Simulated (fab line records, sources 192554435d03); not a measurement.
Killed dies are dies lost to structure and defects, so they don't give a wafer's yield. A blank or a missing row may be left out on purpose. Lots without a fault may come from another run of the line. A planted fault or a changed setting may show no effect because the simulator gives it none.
Which tool did it? | flow n5_finfet | 24 lots, 72 wafers sampled, at 3 steps of a route of 1938

WHAT THE GAUGES READ, wafer by wafer
N5_BEOL_M3_CD_MEAS_35: target cd 18 nm, target cd y 21 nm.
lot  | measured     | on        | cd_nm (nm)
L074 | day 6 23:57  | cd_sem-03 | 18.6 18.7 17.7
L076 | day 7 16:53  | cd_sem-03 | 18.0 17.8 17.6
L075 | day 7 17:21  | cd_sem-03 | 18.8 18.3 18.1
L077 | day 7 22:08  | cd_sem-01 | 18.5 18.1 17.6
L078 | day 8 04:14  | cd_sem-01 | 17.8 17.7 18.1
L079 | day 8 08:43  | cd_sem-01 | 17.7 18.5 17.9
L080 | day 8 16:55  | cd_sem-02 | 17.8 18.2 18.4
L081 | day 8 20:26  | cd_sem-02 | 18.4 19.0 19.1
L082 | day 8 21:02  | cd_sem-01 | 18.3 17.7 17.5
L083 | day 9 08:12  | cd_sem-02 | 17.5 17.6 17.1
L084 | day 9 12:16  | cd_sem-02 | 18.3 19.0 18.4
L085 | day 9 23:29  | cd_sem-02 | 17.8 18.2 17.8
L086 | day 10 06:58 | cd_sem-03 | 18.0 18.0 18.1
L087 | day 10 11:31 | cd_sem-01 | 18.3 18.7 18.4
L088 | day 10 15:56 | cd_sem-01 | 18.1 17.5 17.5
L089 | day 10 19:17 | cd_sem-02 | 18.2 18.7 17.6
L090 | day 11 03:48 | cd_sem-01 | 18.2 18.3 18.5
L091 | day 11 04:28 | cd_sem-01 | 18.8 18.4 18.7
L092 | day 11 09:40 | cd_sem-03 | 17.9 18.1 17.5
L093 | day 11 16:56 | cd_sem-01 | 18.8 17.7 18.3
L094 | day 12 10:07 | cd_sem-03 | 18.6 18.5 18.5
L095 | day 12 17:12 | cd_sem-01 | 17.5 17.7 16.9
L097 | day 12 20:40 | cd_sem-02 | 18.3 17.9 18.4
L096 | day 13 01:40 | cd_sem-02 | 17.6 17.5 18.1

WHICH TOOL RAN EACH LOT (tool, then ch and the chambers of the sampled wafers, then the start)
lot  | N5_BEOL_M3_ETCH_63                 | N5_BEOL_M3_ETCH_69
L074 | rie_diel-05 ch 0,2,3, day 6 20:43  | rie_diel-05 ch 0,1,3, day 6 21:35
L076 | rie_diel-05 ch 0,1,3, day 7 09:50  | rie_diel-02 ch 0,2,3, day 7 10:43
L075 | rie_diel-02 ch 1,2,3, day 7 12:17  | rie_diel-06 ch 0,1,3, day 7 13:09
L077 | rie_diel-05 ch 2,3, day 7 17:39    | rie_diel-06 ch 0,1,2, day 7 18:35
L078 | rie_diel-02 ch 0,1, day 8 02:30    | rie_diel-02 ch 0,1, day 8 03:29
L079 | rie_diel-06 ch 0,1,2, day 8 03:35  | rie_diel-02 ch 0,1, day 8 04:41
L080 | rie_diel-02 ch 1,2,3, day 8 11:29  | rie_diel-05 ch 0,1,3, day 8 12:21
L081 | rie_diel-06 ch 1,3, day 8 16:49    | rie_diel-02 ch 0,3, day 8 17:55
L082 | rie_diel-02 ch 0,1,2, day 8 17:41  | rie_diel-05 ch 0,1,3, day 8 18:41
L083 | rie_diel-05 ch 0,3, day 9 05:58    | rie_diel-05 ch 0,1,2, day 9 06:52
L084 | rie_diel-06 ch 0,3, day 9 08:13    | rie_diel-05 ch 0,1, day 9 09:05
L085 | rie_diel-05 ch 2,3, day 9 20:38    | rie_diel-05 ch 0,1,2, day 9 21:32
L086 | rie_diel-05 ch 2,3, day 10 03:56   | rie_diel-06 ch 0,1,2, day 10 04:56
L087 | rie_diel-06 ch 1,2, day 10 08:27   | rie_diel-02 ch 0,1, day 10 09:27
L088 | rie_diel-05 ch 0,2, day 10 11:46   | rie_diel-02 ch 0,1, day 10 12:45
L089 | rie_diel-05 ch 1,3, day 10 16:39   | rie_diel-05 ch 0,1,3, day 10 17:38
L090 | rie_diel-02 ch 1,2,3, day 11 01:37 | rie_diel-06 ch 0,2,3, day 11 02:31
L091 | rie_diel-06 ch 2,3, day 11 02:36   | rie_diel-06 ch 0,2, day 11 03:28
L092 | rie_diel-05 ch 1,3, day 11 07:25   | rie_diel-02 ch 0,1,2, day 11 08:35
L093 | rie_diel-02 ch 1,2,3, day 11 15:00 | rie_diel-06 ch 2,3, day 11 16:02
L094 | rie_diel-06 ch 0,2,3, day 12 06:49 | rie_diel-05 ch 1,2, day 12 07:43
L095 | rie_diel-05 ch 0,1,3, day 12 13:56 | rie_diel-06 ch 0,1,2, day 12 15:05
L097 | rie_diel-06 ch 0,1, day 12 17:07   | rie_diel-06 ch 0,1,2, day 12 17:59
L096 | rie_diel-05 ch 1,3, day 12 21:25   | rie_diel-05 ch 0,1,3, day 12 22:17
- N5_BEOL_M3_ETCH_63: etches SiARC in CF4, target depth 15.6 nm, time 26 s.
- N5_BEOL_M3_ETCH_69: etches SiARC in CF4, target depth 15.6 nm, time 26 s.

WHAT THE TOOLS THEMSELVES READ (means of the sampled wafers that have a number; where no wafer has one, the mark that the record gives instead)
N5_BEOL_M3_ETCH_63.
lot  | tool        | cf4_flow_sccm (sccm) | chamber_pressure_mTorr (mTorr) | drypump_motor_current_A (A) | etch_rf_on_time_s (s) | oes_product_au (a.u.) | rf_vpp_V (V) | showerhead_plenum_p_Torr (Torr) | throttle_valve_pct (%)
L074 | rie_diel-05 | 100.08               | 39.97                          | 5.5                         | 26.3                  | 0.73                  | 184.2        | 2.19                            | 15.36
L076 | rie_diel-05 | 100.23               | 40.01                          | 5.7                         | 26.4                  | 0.74                  | 185.1        | 2.17                            | 15.45
L075 | rie_diel-02 | 99.98                | 40.01                          | 5.8                         | 26.3                  | 0.64                  | 183.9        | 2.13                            | 15.52
L077 | rie_diel-05 | 100.16               | 40.02                          | 5.1                         | 26.2                  | 0.73                  | 185.1        | 2.22                            | 15.34
L078 | rie_diel-02 | 100.05               | 40.00                          | 5.4                         | 26.3                  | 0.64                  | 183.5        | 2.12                            | 15.53
L079 | rie_diel-06 | 100.02               | 39.98                          | 5.2                         | 25.4                  | 0.70                  | 185.3        | 2.19                            | 15.54
L080 | rie_diel-02 | 99.91                | 39.97                          | 5.8                         | 26.0                  | 0.64                  | 184.4        | 2.13                            | 15.52
L081 | rie_diel-06 | 100.15               | 40.04                          | 5.5                         | 26.0                  | 0.64                  | 183.3        | 2.03                            | 15.49
L082 | rie_diel-02 | 99.88                | 40.01                          | 5.7                         | 26.0                  | 0.64                  | 184.0        | 2.10                            | 15.53
L083 | rie_diel-05 | 100.09               | 40.00                          | 5.7                         | 26.5                  | 0.71                  | 183.7        | 2.16                            | 15.44
L084 | rie_diel-06 | 100.26               | 40.03                          | 5.8                         | 25.4                  | 0.72                  | 183.3        | 2.06                            | 15.36
L085 | rie_diel-05 | 100.04               | 39.99                          | 5.2                         | 26.8                  | 0.71                  | 184.1        | 2.19                            | 15.38
L086 | rie_diel-05 | 100.16               | 40.02                          | 5.1                         | 26.3                  | 0.71                  | 185.6        | 2.21                            | 15.36
L087 | rie_diel-06 | 99.91                | 40.04                          | 4.9                         | 25.5                  | 0.62                  | 184.0        | 2.15                            | 15.71
L088 | rie_diel-05 | 99.87                | 39.99                          | 5.7                         | 26.0                  | 0.70                  | 184.3        | 2.18                            | 15.43
L089 | rie_diel-05 | 100.14               | 39.98                          | 5.6                         | 26.5                  | 0.72                  | 183.4        | 2.17                            | 15.52
L090 | rie_diel-02 | 100.12               | 40.00                          | 5.8                         | 26.2                  | 0.62                  | 183.5        | 2.12                            | 15.57
L091 | rie_diel-06 | 99.95                | 39.97                          | 5.7                         | 25.0                  | 0.68                  | 183.3        | 2.07                            | 15.41
L092 | rie_diel-05 | 99.84                | 40.01                          | 5.6                         | 26.7                  | 0.72                  | 184.3        | 2.17                            | 15.54
L093 | rie_diel-02 | 99.92                | 40.00                          | 5.8                         | 26.0                  | 0.63                  | 184.2        | 2.12                            | 15.58
L094 | rie_diel-06 | 100.09               | 40.00                          | 5.6                         | 25.4                  | 0.70                  | 183.9        | 2.13                            | 15.44
L095 | rie_diel-05 | 99.85                | 39.98                          | 5.7                         | 26.5                  | 0.70                  | 184.3        | 2.16                            | 15.51
L097 | rie_diel-06 | 99.88                | 40.00                          | 5.0                         | 25.9                  | 0.78                  | 184.0        | 2.13                            | 15.35
L096 | rie_diel-05 | 99.93                | 40.01                          | 5.4                         | 27.0                  | 0.69                  | 184.0        | 2.17                            | 15.50

N5_BEOL_M3_ETCH_69.
lot  | tool        | cf4_flow_sccm (sccm) | chamber_pressure_mTorr (mTorr) | drypump_motor_current_A (A) | etch_rf_on_time_s (s) | oes_product_au (a.u.) | rf_vpp_V (V) | showerhead_plenum_p_Torr (Torr) | throttle_valve_pct (%)
L074 | rie_diel-05 | 100.10               | 39.97                          | 5.7                         | 26.1                  | 0.75                  | 184.4        | 2.17                            | 15.43
L076 | rie_diel-02 | 100.11               | 40.00                          | 5.5                         | 26.4                  | 0.63                  | 185.1        | 2.15                            | 15.59
L075 | rie_diel-06 | 100.06               | 40.02                          | 5.4                         | 25.9                  | 0.70                  | 184.2        | 2.10                            | 15.49
L077 | rie_diel-06 | 99.83                | 40.02                          | 5.2                         | 25.6                  | 0.70                  | 184.9        | 2.19                            | 15.51
L078 | rie_diel-02 | 100.18               | 40.04                          | 5.4                         | 26.0                  | 0.64                  | 184.4        | 2.12                            | 15.54
L079 | rie_diel-02 | 99.43                | 40.00                          | 5.7                         | 25.7                  | 0.66                  | 183.6        | 2.09                            | 15.46
L080 | rie_diel-05 | 100.00               | 40.00                          | 5.7                         | 26.5                  | 0.73                  | 184.6        | 2.17                            | 15.46
L081 | rie_diel-02 | 100.00               | 40.00                          | 5.3                         | 26.1                  | 0.63                  | 184.1        | 2.19                            | 15.59
L082 | rie_diel-05 | 100.19               | 40.01                          | 5.7                         | 26.4                  | 0.73                  | 184.4        | 2.17                            | 15.45
L083 | rie_diel-05 | 99.48                | 40.03                          | 5.6                         | 25.9                  | 0.73                  | 185.0        | 2.19                            | 15.44
L084 | rie_diel-05 | 100.04               | 39.99                          | 5.9                         | 26.1                  | 0.74                  | 183.7        | 2.18                            | 15.51
L085 | rie_diel-05 | 100.07               | 39.97                          | 5.7                         | 25.9                  | 0.72                  | 185.3        | 2.19                            | 15.46
L086 | rie_diel-06 | 100.20               | 39.97                          | 5.3                         | 25.3                  | 0.70                  | 184.5        | 2.18                            | 15.56
L087 | rie_diel-02 | 100.14               | 40.01                          | 5.7                         | 26.2                  | 0.64                  | 183.5        | 2.08                            | 15.49
L088 | rie_diel-02 | 100.06               | 40.04                          | 5.3                         | 26.0                  | 0.63                  | 183.2        | 2.11                            | 15.56
L089 | rie_diel-05 | 99.87                | 39.97                          | 5.7                         | 26.8                  | 0.71                  | 183.4        | 2.16                            | 15.48
L090 | rie_diel-06 | 99.93                | 39.97                          | 5.7                         | 25.3                  | 0.71                  | 183.0        | 2.14                            | 15.42
L091 | rie_diel-06 | 100.06               | 39.99                          | 5.6                         | 25.2                  | 0.75                  | 184.0        | 2.21                            | 15.42
L092 | rie_diel-02 | 99.73                | 40.01                          | 5.6                         | 26.1                  | 0.63                  | 183.9        | 2.09                            | 15.58
L093 | rie_diel-06 | 99.97                | 40.01                          | 5.6                         | 24.3                  | 0.69                  | 182.9        | 2.15                            | 15.49
L094 | rie_diel-05 | 100.07               | 39.98                          | 5.4                         | 26.2                  | 0.70                  | 185.3        | 2.21                            | 15.46
L095 | rie_diel-06 | 99.90                | 39.97                          | 5.3                         | 25.3                  | 0.75                  | 184.7        | 2.17                            | 15.42
L097 | rie_diel-06 | 100.07               | 40.03                          | 5.3                         | 25.5                  | 0.74                  | 185.8        | 2.17                            | 15.42
L096 | rie_diel-05 | 99.99                | 39.99                          | 5.7                         | 26.6                  | 0.70                  | 183.7        | 2.16                            | 15.51

THE ANSWER, worked out from the rows above alone
Rule: what is usual is taken from the lots themselves. Put in order of their means at a reading, lots are off if they are a third of the lots or fewer, leave a main group of 4 or more, and stand apart from it by a gap of 3 or more times the standard deviation of the main group's means; of several such gaps the widest counts. A main group whose means are all the same, to the digits that the tables above print for the reading, isn't used. A lot without any number at a reading at which 4 lots or more have one is off too. The other lots that the step has rows for count as sound. The gauges are gone through in route order, then the tools' own readings, and for those a lot's mean is taken as printed above. The first step at which some lot is off is used, and at that step the reading that is off furthest; a lot without a number counts as furthest.
No lot is off at any reading shown: from this, nothing can be told.

WHAT THE SIMULATOR HAD PUT IN
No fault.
